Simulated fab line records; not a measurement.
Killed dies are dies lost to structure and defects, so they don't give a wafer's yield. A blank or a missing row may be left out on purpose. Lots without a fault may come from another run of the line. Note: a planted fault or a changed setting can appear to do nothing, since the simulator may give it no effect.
Split-lot experiment :: flow n5Finfet :: on a route of 1938 steps: 7 lots, 21 wafers read

== ABOUT THE SPLIT ==
At N5_BEOL_M9_EXPOSE_25 (exposes mask V8), the setting doseMj was moved away from the recipe's 37.25 on 9 of the 21 wafers read, by -7.0% to +6.7%. All remaining wafers had this setting at the recipe value.

== FROM THE SPLIT TO THE READING: what the file shows between them, 2 steps ==
- N5_BEOL_M9_PEB_26: peb time 60 s
- N5_BEOL_M9_DEVELOP_27: develop time 30 s

== THE READING ==
cdNm (nm) at N5_BEOL_M9_CD_MEAS_28, where the cd target is 70 nm. Typical for fault-free wafers on this fab line: 69.92 nm, with standard deviation 0.24 nm.

wafer: L074.2
tool, chamber at the split: euvScanner-01, 0
doseMj as run: 37.25
against the recipe: recipe
cdNm, nm: 70.42
against lot-mates on the recipe: -

wafer: L074.4
tool, chamber at the split: euvScanner-01, 0
doseMj as run: 39.75
against the recipe: +6.7%
cdNm, nm: 71.89
against lot-mates on the recipe: +1.49

wafer: L074.6
tool, chamber at the split: euvScanner-01, 0
doseMj as run: 37.25
against the recipe: recipe
cdNm, nm: 70.37
against lot-mates on the recipe: -

wafer: L084.3
tool, chamber at the split: euvScanner-01, 0
doseMj as run: 37.25
against the recipe: recipe
cdNm, nm: 69.70
against lot-mates on the recipe: -

wafer: L084.4
tool, chamber at the split: euvScanner-01, 0
doseMj as run: 34.64
against the recipe: -7.0%
cdNm, nm: 68.32
against lot-mates on the recipe: -1.38

wafer: L084.5
tool, chamber at the split: euvScanner-01, 0
doseMj as run: 34.64
against the recipe: -7.0%
cdNm, nm: 68.03
against lot-mates on the recipe: -1.67

wafer: L085.1
tool, chamber at the split: euvScanner-01, 0
doseMj as run: 39.52
against the recipe: +6.1%
cdNm, nm: 71.66
against lot-mates on the recipe: +1.69

wafer: L085.3
tool, chamber at the split: euvScanner-01, 0
doseMj as run: 39.52
against the recipe: +6.1%
cdNm, nm: 71.23
against lot-mates on the recipe: +1.26

wafer: L085.4
tool, chamber at the split: euvScanner-01, 0
doseMj as run: 37.25
against the recipe: recipe
cdNm, nm: 69.97
against lot-mates on the recipe: -

wafer: L086.2
tool, chamber at the split: euvScanner-01, 0
doseMj as run: 37.25
against the recipe: recipe
cdNm, nm: 69.87
against lot-mates on the recipe: -

wafer: L086.5
tool, chamber at the split: euvScanner-01, 0
doseMj as run: 38.75
against the recipe: +4.0%
cdNm, nm: 70.86
against lot-mates on the recipe: +0.99

wafer: L086.6
tool, chamber at the split: euvScanner-01, 0
doseMj as run: 38.75
against the recipe: +4.0%
cdNm, nm: 70.94
against lot-mates on the recipe: +1.07

wafer: L089.2
tool, chamber at the split: euvScanner-02, 0
doseMj as run: 37.25
against the recipe: recipe
cdNm, nm: 69.40
against lot-mates on the recipe: -

wafer: L089.5
tool, chamber at the split: euvScanner-02, 0
doseMj as run: 35.75
against the recipe: -4.0%
cdNm, nm: 68.81
against lot-mates on the recipe: -0.86

wafer: L089.6
tool, chamber at the split: euvScanner-02, 0
doseMj as run: 37.25
against the recipe: recipe
cdNm, nm: 69.94
against lot-mates on the recipe: -

wafer: L090.1
tool, chamber at the split: euvScanner-02, 0
doseMj as run: 37.25
against the recipe: recipe
cdNm, nm: 70.07
against lot-mates on the recipe: -

wafer: L090.2
tool, chamber at the split: euvScanner-02, 0
doseMj as run: 39.1
against the recipe: +5.0%
cdNm, nm: 71.26
against lot-mates on the recipe: +1.35

wafer: L090.6
tool, chamber at the split: euvScanner-02, 0
doseMj as run: 37.25
against the recipe: recipe
cdNm, nm: 69.76
against lot-mates on the recipe: -

wafer: L093.1
tool, chamber at the split: euvScanner-01, 0
doseMj as run: 37.25
against the recipe: recipe
cdNm, nm: 69.59
against lot-mates on the recipe: -

wafer: L093.2
tool, chamber at the split: euvScanner-01, 0
doseMj as run: 37.25
against the recipe: recipe
cdNm, nm: 69.72
against lot-mates on the recipe: -

wafer: L093.5
tool, chamber at the split: euvScanner-01, 0
doseMj as run: 37.25
against the recipe: recipe
cdNm, nm: 70.29
against lot-mates on the recipe: -

FIT RESULTS
A straight line over all 21 wafers: cdNm changes by +0.258 nm for each +1% of doseMj; r = +0.97; the points scatter about the line by 0.26 nm.
The same after taking each lot's own level away (the mean of its wafers on the recipe; 21 wafers): +0.232 nm for each +1%; r = +0.98; scatter 0.19 nm.
That fit puts the effect of the largest move of doseMj on the reading at 1.6 nm.
Across the lots, their own levels run from 69.670 to 70.395 nm, a range of 3.0 times the standard deviation given above.
In other words, the slope is changed by the lot-to-lot level; the two fits disagree.
Check: with one of the wafers moved furthest among these (-7.0%) left out of the fit, the line predicts -1.66 nm for it against its lot-mates. Against them it came out at -1.38 nm.

== FURTHER SPLITS ON THESE WAFERS ==
Other splits were also applied to these wafers ahead of the reading. Each is held against what the fit with the lots' levels taken away leaves over:
other split on the same wafers: N5_BEOL_M7_COAT_60 spinRpm
wafers away from the commonest value: 5
r with cdNm (lot level and that fit taken away): -0.02

other split on the same wafers: N5_BEOL_M7_VIA_ETCH_34 sourceW
wafers away from the commonest value: 11
r with cdNm (lot level and that fit taken away): +0.23

other split on the same wafers: N5_BEOL_M7_TRENCH_ETCH_37 timeS
wafers away from the commonest value: 6
r with cdNm (lot level and that fit taken away): -0.40

other split on the same wafers: N5_BEOL_M8_ETCH_61 biasW
wafers away from the commonest value: 8
r with cdNm (lot level and that fit taken away): -0.27

other split on the same wafers: N5_BEOL_M8_COAT_22 spinRpm
wafers away from the commonest value: 6
r with cdNm (lot level and that fit taken away): -0.02

== THE FILE'S OWN FIT ==
cdNm changes by +0.234 nm for each +1% of doseMj, r = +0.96.
